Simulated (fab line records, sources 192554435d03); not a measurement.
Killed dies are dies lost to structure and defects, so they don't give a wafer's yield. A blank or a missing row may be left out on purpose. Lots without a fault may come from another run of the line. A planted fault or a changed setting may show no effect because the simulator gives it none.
Which tool did it? | flow n5_finfet | 10 lots, 30 wafers sampled, at 4 steps of a route of 1938

WHAT THE GAUGES READ, wafer by wafer
N5_MIM_BOT_LITHO_OVL_MEAS_11. Usual: MIM_BOT_OVL -3 nm, standard deviation 5.9.
lot  | measured     | on         | MIM_BOT_OVL (nm) | flag
L345 | day 12 03:56 | overlay-01 | -5 -1 -4         |
L349 | day 13 15:55 | overlay-01 | -17 -14 -13      |
L348 | day 13 19:13 | overlay-01 | -8 -11 -9        |
L347 | day 13 23:43 | overlay-01 | -12 -6 -1        |
L358 | day 15 17:05 | overlay-01 | -1 -4 3          |
L357 | day 15 21:18 | overlay-01 | -6 2 2           |
L361 | day 16 18:40 | overlay-01 | -4 -2 -5         |
L363 | day 17 01:12 | overlay-01 | -3 -9 -5         |
L364 | day 17 15:05 | overlay-02 | -2 -3 -3         |
L367 | day 18 08:09 | overlay-02 | -6 10 6          |

N5_PASSIVATION_CD_MEAS_44: target cd 40000 nm. Usual: cd_nm 40000 nm, standard deviation 3.9.
lot  | measured     | on        | cd_nm (nm)        | flag
L345 | day 12 10:25 | cd_sem-02 | 40000 40000 39996 |
L349 | day 13 21:55 | cd_sem-02 | 39997 39998 39995 |
L348 | day 14 01:30 | cd_sem-01 | 40001 40002 40003 |
L347 | day 14 05:36 | cd_sem-02 | 40000 40004 39995 |
L358 | day 16 03:19 | cd_sem-01 | 39981 39982 39985 | OFF
L357 | day 16 05:52 | cd_sem-02 | 39988 39980 39986 | OFF
L361 | day 16 23:47 | cd_sem-02 | 40001 40002 40006 |
L363 | day 17 08:05 | cd_sem-03 | 39997 40000 39994 |
L364 | day 17 22:21 | cd_sem-02 | 40000 40005 40002 |
L367 | day 18 13:32 | cd_sem-01 | 40001 39994 39997 |

WHICH TOOL RAN EACH LOT (tool, then ch and the chambers of the sampled wafers, then the start)
lot  | N5_MIM_TOP_ETCH_STRIP_01           | N5_PASSIVATION_EXPOSE_41
L345 | rie_diel-01 ch 0,1,2, day 12 03:22 | krf_scanner-02 ch 0, day 12 10:14
L349 | rie_diel-05 ch 2,3, day 13 15:28   | krf_scanner-02 ch 0, day 13 21:45
L348 | rie_diel-05 ch 0,2,3, day 13 18:46 | krf_scanner-02 ch 0, day 14 01:19
L347 | rie_diel-05 ch 0,1,3, day 13 23:13 | krf_scanner-01 ch 0, day 14 05:26
L358 | rie_diel-01 ch 1,2,3, day 15 16:30 | krf_scanner-02 ch 0, day 16 03:08
L357 | rie_diel-06 ch 1,3, day 15 20:44   | krf_scanner-02 ch 0, day 16 05:41
L361 | rie_diel-06 ch 1,2, day 16 18:13   | krf_scanner-01 ch 0, day 16 23:37
L363 | rie_diel-01 ch 0,2, day 17 00:44   | krf_scanner-01 ch 0, day 17 07:53
L364 | rie_diel-01 ch 1,2,3, day 17 14:30 | krf_scanner-01 ch 0, day 17 22:11
L367 | rie_diel-06 ch 0,2, day 18 07:41   | krf_scanner-01 ch 0, day 18 13:21
- N5_MIM_TOP_ETCH_STRIP_01: strips in O2.
- N5_PASSIVATION_EXPOSE_41: exposes mask PASS OPEN, defocus 0 nm, target cd 40000 nm.

WHAT THE TOOLS THEMSELVES READ (means of the sampled wafers that have a number; where no wafer has one, the mark that the record gives instead)
N5_MIM_TOP_ETCH_STRIP_01. Usual: chamber_pressure_mTorr 30.00 mTorr, standard deviation 0.075; drypump_motor_current_A 5.9 A, standard deviation 0.39; oes_product_au 0.79 a.u., standard deviation 0.1; rf_vpp_V 3.6 V, standard deviation 1.5; showerhead_plenum_p_Torr 2.12 Torr, standard deviation 0.084; throttle_valve_pct 16.65 %, standard deviation 0.26.
lot  | tool        | chamber_pressure_mTorr (mTorr) | drypump_motor_current_A (A) | oes_product_au (a.u.) | rf_vpp_V (V) | showerhead_plenum_p_Torr (Torr) | throttle_valve_pct (%) | flag
L345 | rie_diel-01 | 30.01                          | 6.1                         | 0.76                  | 5.0          | 2.13                            | 16.58                  |
L349 | rie_diel-05 | 29.95                          | 5.7                         | 0.85                  | 4.8          | 2.15                            | 16.70                  |
L348 | rie_diel-05 | 30.01                          | 5.7                         | 0.78                  | 2.7          | 2.10                            | 16.79                  |
L347 | rie_diel-05 | 29.99                          | 5.8                         | 0.81                  | 2.7          | 2.13                            | 16.64                  |
L358 | rie_diel-01 | 30.07                          | 6.1                         | 0.71                  | 4.8          | 2.10                            | 16.62                  |
L357 | rie_diel-06 | 29.94                          | 6.0                         | 0.76                  | 4.6          | 2.11                            | 16.65                  |
L361 | rie_diel-06 | 29.96                          | 6.0                         | 0.73                  | 3.2          | 2.10                            | 16.72                  |
L363 | rie_diel-01 | 30.03                          | 6.1                         | 0.71                  | 2.8          | 2.05                            | 16.69                  |
L364 | rie_diel-01 | 29.97                          | 6.1                         | 0.81                  | 3.2          | 2.10                            | 16.45                  |
L367 | rie_diel-06 | 30.03                          | 5.4                         | 0.93                  | 3.5          | 2.19                            | 16.78                  |

N5_PASSIVATION_EXPOSE_41. Usual: exposure_dose_mJ_cm2 57.25, standard deviation 0.062.
lot  | tool           | exposure_dose_mJ_cm2 | flag
L345 | krf_scanner-02 | 57.20                |
L349 | krf_scanner-02 | 57.26                |
L348 | krf_scanner-02 | 57.20                |
L347 | krf_scanner-01 | 57.23                |
L358 | krf_scanner-02 | 54.92                | OFF
L357 | krf_scanner-02 | 54.94                | OFF
L361 | krf_scanner-01 | 57.29                |
L363 | krf_scanner-01 | 57.30                |
L364 | krf_scanner-01 | 57.24                |
L367 | krf_scanner-01 | 57.16                |

THE ANSWER, worked out from the rows above alone
Rule: a lot is off if the mean of its wafers that have a number lies more than 3 standard deviations from the usual mean. A lot without any number at a reading at which 4 lots or more have one is off too. The other lots that the step has rows for count as sound. The gauges are gone through in route order, then the tools' own readings, and for those a lot's mean is taken as printed above. The first step at which some lot is off is used, and at that step the reading that is off furthest; a lot without a number counts as furthest.
Off: L358, L357, at N5_PASSIVATION_CD_MEAS_44 (cd_nm).
A tool fits if, at a process step before that reading, it ran every lot that is off, and no sound lot after the first of them. The gauges at N5_PASSIVATION_CD_MEAS_44 aren't tried: what is off there is off at N5_PASSIVATION_EXPOSE_41 too, on other tools, and a gauge's error can't cause that. One fits: krf_scanner-02 at N5_PASSIVATION_EXPOSE_41. Its last sound lot is L348 (day 14 01:19), its first lot that is off L358 (day 16 03:08): a fault that began between those two fits.
The tool's own readings at N5_PASSIVATION_EXPOSE_41 bear it out: on the lots that are off they differ by more than 5 times the standard deviation of the sound lots' means. exposure_dose_mJ_cm2 reads 54.93 there against 57.23 on the sound lots.

WHAT THE SIMULATOR HAD PUT IN
Process parameter drift: krf_scanner-02, from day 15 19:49 on, at N5_PASSIVATION_EXPOSE_41. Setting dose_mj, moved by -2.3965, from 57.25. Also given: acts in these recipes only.
Lots struck among those shown: L358, L357. The rule above found the same.
